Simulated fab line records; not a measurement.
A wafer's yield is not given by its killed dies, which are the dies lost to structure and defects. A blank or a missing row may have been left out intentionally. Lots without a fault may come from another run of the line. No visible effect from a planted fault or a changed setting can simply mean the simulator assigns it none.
The tool behind it: which one? + flow n5-finfet + 24 lots with 72 wafers sampled at 6 steps, on a route of 1938 steps

## WHAT THE GAUGES SHOWED, per wafer
N5_BEOL_M3_CD_MEAS_11: target cd 17.05 nm.
| lot  | measured     | on        | cd-nm (nm)        |
|------|--------------|-----------|-------------------|
| L075 | day 7 06:50  | cd-sem-02 | 17.44 17.41 17.20 |
| L076 | day 7 11:20  | cd-sem-01 | 17.20 16.78 17.08 |
| L074 | day 7 11:22  | cd-sem-03 | 17.38 17.06 17.27 |
| L077 | day 7 23:05  | cd-sem-02 | 17.20 17.20 17.14 |
| L078 | day 8 00:25  | cd-sem-03 | 17.39 17.46 17.24 |
| L079 | day 8 02:32  | cd-sem-03 | 16.97 16.69 17.16 |
| L080 | day 8 11:32  | cd-sem-01 | 16.95 16.94 16.75 |
| L081 | day 9 00:43  | cd-sem-03 | 16.69 17.35 16.89 |
| L082 | day 9 07:21  | cd-sem-01 | 17.01 16.89 17.16 |
| L083 | day 9 12:40  | cd-sem-01 | 17.17 17.40 16.87 |
| L084 | day 9 17:53  | cd-sem-02 | 17.43 17.07 16.90 |
| L085 | day 10 07:16 | cd-sem-02 | 17.01 16.91 16.80 |
| L086 | day 10 08:29 | cd-sem-02 | 17.08 16.97 16.80 |
| L088 | day 10 14:11 | cd-sem-02 | 17.25 17.12 17.10 |
| L089 | day 10 21:08 | cd-sem-01 | 17.17 16.85 17.16 |
| L087 | day 10 21:18 | cd-sem-03 | 16.97 16.99 16.98 |
| L090 | day 11 02:52 | cd-sem-01 | 17.05 17.10 17.21 |
| L091 | day 11 07:18 | cd-sem-01 | 17.25 17.31 17.24 |
| L093 | day 12 15:55 | cd-sem-01 | 16.86 17.31 17.08 |
| L092 | day 12 16:39 | cd-sem-02 | 16.57 17.16 16.88 |
| L094 | day 12 16:59 | cd-sem-01 | 16.97 17.56 17.07 |
| L095 | day 12 17:13 | cd-sem-01 | 16.76 17.01 17.19 |
| L097 | day 12 20:07 | cd-sem-03 | 17.15 17.24 17.03 |
| L096 | day 13 00:00 | cd-sem-01 | 17.29 17.06 17.13 |

## WHICH TOOL RAN EACH LOT (tool, then ch and the chambers of the sampled wafers, then the start)
| lot  | N5_BEOL_M2_ANNEAL_49         | N5_BEOL_M2_SPUTTER_90        | N5_BEOL_M2_ANNEAL_51             | N5_BEOL_M2_CMP_52             | N5_BEOL_M3_ILD_DEP_00           |
|------|------------------------------|------------------------------|----------------------------------|-------------------------------|---------------------------------|
| L075 | pvd-sputter-02, day 7 03:19  | pvd-sputter-02, day 7 04:20  | rtp-anneal-01 ch 0, day 7 05:11  | cmp-04 ch 1,2,3, day 7 05:34  | pecvd-02 ch 0,1, day 7 06:08    |
| L076 | pvd-sputter-03, day 7 07:16  | pvd-sputter-03, day 7 08:17  | rtp-anneal-02 ch 0, day 7 09:14  | cmp-02 ch 1,2,3, day 7 09:31  | pecvd-01 ch 0,1,2, day 7 10:04  |
| L074 | pvd-sputter-01, day 7 07:27  | pvd-sputter-01, day 7 08:28  | rtp-anneal-01 ch 0, day 7 09:28  | cmp-04 ch 1,2,3, day 7 09:42  | pecvd-03 ch 0,1,2, day 7 10:19  |
| L077 | pvd-sputter-02, day 7 19:21  | pvd-sputter-02, day 7 20:22  | rtp-anneal-02 ch 0, day 7 21:13  | cmp-03 ch 0,1,3, day 7 21:34  | pecvd-02 ch 0,2, day 7 22:09    |
| L078 | pvd-sputter-03, day 7 19:31  | pvd-sputter-03, day 7 20:32  | rtp-anneal-01 ch 0, day 7 21:29  | cmp-04 ch 0,2,3, day 7 21:44  | pecvd-02 ch 0,2, day 7 22:25    |
| L079 | pvd-sputter-03, day 7 22:53  | pvd-sputter-03, day 7 23:54  | rtp-anneal-02 ch 0, day 8 00:52  | cmp-02 ch 1,2, day 8 01:10    | pecvd-01 ch 0,1, day 8 01:53    |
| L080 | pvd-sputter-02, day 8 07:54  | pvd-sputter-02, day 8 08:55  | rtp-anneal-01 ch 0, day 8 09:49  | cmp-03 ch 0,1,2, day 8 10:09  | pecvd-01 ch 0,2, day 8 10:41    |
| L081 | pvd-sputter-02, day 8 19:58  | pvd-sputter-02, day 8 20:59  | rtp-anneal-01 ch 0, day 8 21:53  | cmp-04 ch 0,2, day 8 22:23    | pecvd-03 ch 0,1, day 8 23:02    |
| L082 | pvd-sputter-01, day 9 00:28  | pvd-sputter-01, day 9 03:15  | rtp-anneal-02 ch 0, day 9 04:07  | cmp-03 ch 2,3, day 9 04:24    | pecvd-01 ch 0,1,2, day 9 05:05  |
| L083 | pvd-sputter-03, day 9 08:01  | pvd-sputter-03, day 9 09:02  | rtp-anneal-01 ch 0, day 9 09:53  | cmp-02 ch 0,1,3, day 9 10:11  | pecvd-01 ch 0,1,2, day 9 10:50  |
| L084 | pvd-sputter-01, day 9 14:10  | pvd-sputter-01, day 9 15:11  | rtp-anneal-02 ch 0, day 9 16:02  | cmp-03 ch 0,1, day 9 16:20    | pecvd-03 ch 0,2, day 9 16:57    |
| L085 | pvd-sputter-02, day 10 03:10 | pvd-sputter-02, day 10 04:11 | rtp-anneal-01 ch 0, day 10 05:02 | cmp-04 ch 1,2, day 10 05:20   | pecvd-02 ch 0,1,2, day 10 05:57 |
| L086 | pvd-sputter-02, day 10 05:00 | pvd-sputter-02, day 10 06:01 | rtp-anneal-01 ch 0, day 10 06:58 | cmp-02 ch 0,2,3, day 10 07:17 | pecvd-02 ch 0,1,2, day 10 07:48 |
| L088 | pvd-sputter-03, day 10 08:27 | pvd-sputter-03, day 10 09:28 | rtp-anneal-01 ch 0, day 10 10:24 | cmp-03 ch 0,1,2, day 10 10:39 | pecvd-02 ch 0,1,2, day 10 11:18 |
| L089 | pvd-sputter-01, day 10 15:47 | pvd-sputter-01, day 10 16:48 | rtp-anneal-01 ch 0, day 10 17:42 | cmp-03 ch 0,1,3, day 10 17:59 | pecvd-03 ch 0,2, day 10 18:34   |
| L087 | pvd-sputter-02, day 10 15:58 | pvd-sputter-02, day 10 16:59 | rtp-anneal-01 ch 0, day 10 17:55 | cmp-03 ch 2,3, day 10 18:24   | pecvd-01 ch 0,2, day 10 19:01   |
| L090 | pvd-sputter-01, day 10 22:18 | pvd-sputter-01, day 10 23:19 | rtp-anneal-01 ch 0, day 11 00:11 | cmp-02 ch 0,1,3, day 11 00:31 | pecvd-03 ch 0,2, day 11 01:05   |
| L091 | pvd-sputter-01, day 11 03:44 | pvd-sputter-01, day 11 04:46 | rtp-anneal-02 ch 0, day 11 05:43 | cmp-03 ch 0,1,2, day 11 05:57 | pecvd-01 ch 1,2, day 11 06:32   |
| L093 | pvd-sputter-02, day 12 10:23 | pvd-sputter-02, day 12 11:24 | rtp-anneal-02 ch 0, day 12 13:04 | cmp-02 ch 0,2, day 12 13:26   | pecvd-03 ch 0,1, day 12 14:17   |
| L092 | pvd-sputter-03, day 12 12:51 | pvd-sputter-03, day 12 13:52 | rtp-anneal-02 ch 0, day 12 14:52 | cmp-04 ch 1,2, day 12 15:02   | pecvd-02 ch 0,1,2, day 12 15:40 |
| L094 | pvd-sputter-02, day 12 12:58 | pvd-sputter-02, day 12 13:59 | rtp-anneal-01 ch 0, day 12 14:50 | cmp-03 ch 0,1,2, day 12 15:10 | pecvd-03 ch 0,1, day 12 15:45   |
| L095 | pvd-sputter-01, day 12 13:10 | pvd-sputter-01, day 12 14:11 | rtp-anneal-01 ch 0, day 12 15:09 | cmp-03 ch 0,1,3, day 12 15:25 | pecvd-03 ch 0,2, day 12 16:01   |
| L097 | pvd-sputter-02, day 12 16:38 | pvd-sputter-02, day 12 17:40 | rtp-anneal-02 ch 0, day 12 18:34 | cmp-04 ch 0,3, day 12 18:50   | pecvd-01 ch 0,1, day 12 19:27   |
| L096 | pvd-sputter-01, day 12 19:36 | pvd-sputter-01, day 12 20:37 | rtp-anneal-02 ch 0, day 12 21:34 | cmp-02 ch 0,1,2, day 12 21:47 | pecvd-02 ch 0,1,2, day 12 22:25 |
- N5_BEOL_M2_ANNEAL_49: time 240 s.
- N5_BEOL_M2_SPUTTER_90: material Cu, target thk 4.5 nm, time 8.29 s.
- N5_BEOL_M2_ANNEAL_51: time 90 s.
- N5_BEOL_M2_CMP_52: polishes, stops on SiOC, t overpolish 6.8 s, target thk 40 nm.
- N5_BEOL_M3_ILD_DEP_00: deposits SiOC from DEMS/O2, target thk 79 nm, time 15.3 s.

## AS READ BY THE TOOLS THEMSELVES (means over the sampled wafers that have a number; for cases with no such wafer, the mark the record gives instead)
N5_BEOL_M2_ANNEAL_49.
| lot  | tool           | heater-power-w (W) |
|------|----------------|--------------------|
| L075 | pvd-sputter-02 | 826                |
| L076 | pvd-sputter-03 | 787                |
| L074 | pvd-sputter-01 | 895                |
| L077 | pvd-sputter-02 | 850                |
| L078 | pvd-sputter-03 | 875                |
| L079 | pvd-sputter-03 | 797                |
| L080 | pvd-sputter-02 | 848                |
| L081 | pvd-sputter-02 | 810                |
| L082 | pvd-sputter-01 | 903                |
| L083 | pvd-sputter-03 | 889                |
| L084 | pvd-sputter-01 | 917                |
| L085 | pvd-sputter-02 | 852                |
| L086 | pvd-sputter-02 | 817                |
| L088 | pvd-sputter-03 | 882                |
| L089 | pvd-sputter-01 | 872                |
| L087 | pvd-sputter-02 | 843                |
| L090 | pvd-sputter-01 | 917                |
| L091 | pvd-sputter-01 | 917                |
| L093 | pvd-sputter-02 | 873                |
| L092 | pvd-sputter-03 | 868                |
| L094 | pvd-sputter-02 | 860                |
| L095 | pvd-sputter-01 | 864                |
| L097 | pvd-sputter-02 | 812                |
| L096 | pvd-sputter-01 | 939                |

N5_BEOL_M2_SPUTTER_90.
| lot  | tool           | chuck-gas-flow-sccm (sccm) | throttle-valve-pct (%) |
|------|----------------|----------------------------|------------------------|
| L075 | pvd-sputter-02 | 1.21                       | 30.2                   |
| L076 | pvd-sputter-03 | 1.26                       | 29.9                   |
| L074 | pvd-sputter-01 | 1.22                       | 29.9                   |
| L077 | pvd-sputter-02 | 1.27                       | 30.6                   |
| L078 | pvd-sputter-03 | 1.22                       | 30.7                   |
| L079 | pvd-sputter-03 | 1.26                       | 29.9                   |
| L080 | pvd-sputter-02 | 1.28                       | 30.7                   |
| L081 | pvd-sputter-02 | 1.24                       | 30.5                   |
| L082 | pvd-sputter-01 | 1.24                       | 30.3                   |
| L083 | pvd-sputter-03 | 1.24                       | 30.6                   |
| L084 | pvd-sputter-01 | 1.25                       | 29.6                   |
| L085 | pvd-sputter-02 | 1.33                       | 31.1                   |
| L086 | pvd-sputter-02 | 1.28                       | 30.5                   |
| L088 | pvd-sputter-03 | 1.27                       | 30.6                   |
| L089 | pvd-sputter-01 | 1.26                       | 29.7                   |
| L087 | pvd-sputter-02 | 1.25                       | 31.1                   |
| L090 | pvd-sputter-01 | 1.27                       | 29.6                   |
| L091 | pvd-sputter-01 | 1.22                       | 29.5                   |
| L093 | pvd-sputter-02 | 1.26                       | 30.5                   |
| L092 | pvd-sputter-03 | 1.23                       | 30.7                   |
| L094 | pvd-sputter-02 | 1.25                       | 30.6                   |
| L095 | pvd-sputter-01 | 1.29                       | 29.9                   |
| L097 | pvd-sputter-02 | 1.25                       | 30.5                   |
| L096 | pvd-sputter-01 | 1.26                       | 29.7                   |

N5_BEOL_M2_ANNEAL_51.
| lot  | tool          | wafer_temp_C_max |
|------|---------------|------------------|
| L075 | rtp-anneal-01 | 225.79           |
| L076 | rtp-anneal-02 | 225.67           |
| L074 | rtp-anneal-01 | 225.80           |
| L077 | rtp-anneal-02 | 225.98           |
| L078 | rtp-anneal-01 | 225.81           |
| L079 | rtp-anneal-02 | 225.43           |
| L080 | rtp-anneal-01 | 226.01           |
| L081 | rtp-anneal-01 | 226.14           |
| L082 | rtp-anneal-02 | 225.74           |
| L083 | rtp-anneal-01 | 225.92           |
| L084 | rtp-anneal-02 | 225.33           |
| L085 | rtp-anneal-01 | 225.78           |
| L086 | rtp-anneal-01 | 225.99           |
| L088 | rtp-anneal-01 | 226.00           |
| L089 | rtp-anneal-01 | 226.00           |
| L087 | rtp-anneal-01 | 225.75           |
| L090 | rtp-anneal-01 | 226.10           |
| L091 | rtp-anneal-02 | 225.89           |
| L093 | rtp-anneal-02 | 225.72           |
| L092 | rtp-anneal-02 | 225.66           |
| L094 | rtp-anneal-01 | 225.87           |
| L095 | rtp-anneal-01 | 226.33           |
| L097 | rtp-anneal-02 | 225.67           |
| L096 | rtp-anneal-02 | 225.69           |

N5_BEOL_M2_CMP_52.
| lot  | tool   | barrier-field-endpoint-s (s) | motor-current-A (A) | overpolish-run-s (s) | pad-life-wafers | platen-rpm (rpm) | retaining-ring-pressure-frac | time-to-endpoint-s (s) |
|------|--------|------------------------------|---------------------|----------------------|-----------------|------------------|------------------------------|------------------------|
| L075 | cmp-04 | 24.6                         | 5.7                 | 6.817                | 206             | 49.99            | 0.998                        | 63                     |
| L076 | cmp-02 | 23.3                         | 5.8                 | 6.799                | 932             | 49.99            | 1.000                        | 58                     |
| L074 | cmp-04 | 24.9                         | 5.6                 | 6.803                | 260             | 50.00            | 0.998                        | 64                     |
| L077 | cmp-03 | 24.8                         | 7.1                 | 6.800                | 800             | 50.01            | 1.002                        | 65                     |
| L078 | cmp-04 | 25.5                         | 5.6                 | 6.800                | 350             | 50.02            | 0.996                        | 65                     |
| L079 | cmp-02 | 24.7                         | 5.9                 | 6.814                | 1058            | 49.97            | 1.001                        | 60                     |
| L080 | cmp-03 | 25.4                         | 7.0                 | 6.796                | 902             | 50.00            | 1.006                        | 69                     |
| L081 | cmp-04 | 24.2                         | 5.5                 | 6.795                | 566             | 50.03            | 1.005                        | 61                     |
| L082 | cmp-03 | 24.8                         | 7.3                 | 6.806                | 1046            | 50.01            | 1.000                        | 65                     |
| L083 | cmp-02 | 24.8                         | 5.9                 | 6.809                | 1280            | 50.01            | 0.998                        | 60                     |
| L084 | cmp-03 | 24.1                         | 6.8                 | 6.797                | 1112            | 49.97            | 0.998                        | 65                     |
| L085 | cmp-04 | 23.7                         | 5.3                 | 6.803                | 806             | 50.03            | 0.998                        | 60                     |
| L086 | cmp-02 | 24.1                         | 6.2                 | 6.801                | 1461            | 49.99            | 0.999                        | 59                     |
| L088 | cmp-03 | 25.2                         | 7.2                 | 6.796                | 1243            | 50.00            | 0.997                        | 65                     |
| L089 | cmp-03 | 24.6                         | 7.2                 | 6.800                | 1310            | 49.97            | 1.003                        | 64                     |
| L087 | cmp-03 | 25.3                         | 7.3                 | 6.805                | 1320            | 49.96            | 0.999                        | 66                     |
| L090 | cmp-02 | 23.9                         | 6.0                 | 6.792                | 1634            | 50.03            | 0.998                        | 61                     |
| L091 | cmp-03 | 24.9                         | 6.8                 | 6.793                | 1418            | 49.99            | 1.005                        | 66                     |
| L093 | cmp-02 | 24.0                         | 5.9                 | 6.801                | 1958            | 49.98            | 1.003                        | 59                     |
| L092 | cmp-04 | 24.8                         | 5.2                 | 6.810                | 1182            | 49.98            | 1.007                        | 61                     |
| L094 | cmp-03 | 25.0                         | 6.9                 | 6.798                | 1694            | 50.01            | 1.004                        | 67                     |
| L095 | cmp-03 | 24.7                         | 7.1                 | 6.806                | 1699            | 50.00            | 1.000                        | 63                     |
| L097 | cmp-04 | 24.8                         | 6.2                 | 6.802                | 1230            | 50.00            | 0.997                        | 63                     |
| L096 | cmp-02 | 24.2                         | 6.1                 | 6.803                | 1999            | 49.98            | 1.000                        | 62                     |

N5_BEOL_M3_ILD_DEP_00.
| lot  | tool     | heater-power-outer-w (W) | heater-power-w (W) | showerhead-plenum-p-Torr (Torr) | throttle-valve-pct (%) |
|------|----------|--------------------------|--------------------|---------------------------------|------------------------|
| L075 | pecvd-02 | 241                      | 470                | 5.694                           | 12.8                   |
| L076 | pecvd-01 | 272                      | 544                | 5.694                           | 11.8                   |
| L074 | pecvd-03 | 282                      | 473                | 5.698                           | 12.1                   |
| L077 | pecvd-02 | 232                      | 465                | 5.705                           | 12.1                   |
| L078 | pecvd-02 | 259                      | 504                | 5.698                           | 12.2                   |
| L079 | pecvd-01 | 299                      | 536                | 5.703                           | 12.1                   |
| L080 | pecvd-01 | 270                      | 513                | 5.691                           | 11.2                   |
| L081 | pecvd-03 | 254                      | 418                | 5.696                           | 12.5                   |
| L082 | pecvd-01 | 279                      | 552                | 5.704                           | 11.9                   |
| L083 | pecvd-01 | 274                      | 537                | 5.705                           | 11.9                   |
| L084 | pecvd-03 | 233                      | 423                | 5.689                           | 11.5                   |
| L085 | pecvd-02 | 254                      | 478                | 5.690                           | 12.4                   |
| L086 | pecvd-02 | 249                      | 481                | 5.700                           | 12.4                   |
| L088 | pecvd-02 | 244                      | 473                | 5.696                           | 12.4                   |
| L089 | pecvd-03 | 240                      | 400                | 5.695                           | 11.7                   |
| L087 | pecvd-01 | 261                      | 538                | 5.681                           | 11.5                   |
| L090 | pecvd-03 | 216                      | 397                | 5.690                           | 11.5                   |
| L091 | pecvd-01 | 304                      | 621                | 5.714                           | 12.4                   |
| L093 | pecvd-03 | 269                      | 433                | 5.698                           | 12.5                   |
| L092 | pecvd-02 | 250                      | 482                | 5.694                           | 12.3                   |
| L094 | pecvd-03 | 331                      | 535                | 5.700                           | 12.9                   |
| L095 | pecvd-03 | 243                      | 413                | 5.685                           | 11.9                   |
| L097 | pecvd-01 | 287                      | 532                | 5.709                           | 12.0                   |
| L096 | pecvd-02 | 264                      | 494                | 5.696                           | 12.3                   |

## THE ANSWER, worked out from the rows above alone
Rule: what is usual is taken from the lots themselves. Put in order of their means at a reading, lots are off if they are a third of the lots or fewer, leave a main group of 4 or more, and stand apart from it by a gap of 3 or more times the standard deviation of the main group's means; of several such gaps the widest counts. A main group is skipped when, at the precision printed for the reading in the tables above, its means are all equal. A lot without any number at a reading at which 4 lots or more have one is off too. All remaining lots with rows at the step are treated as sound. Order of review: gauges by route order, followed by the tools' own readings, for which a lot's mean as printed above is used. At the first step where some lot is off, the reading lying furthest off is the one used; lots without a number count as furthest.
No lot is off on any of the readings shown, so nothing can be concluded from this.

## WHAT THE SIMULATOR HAD INSERTED
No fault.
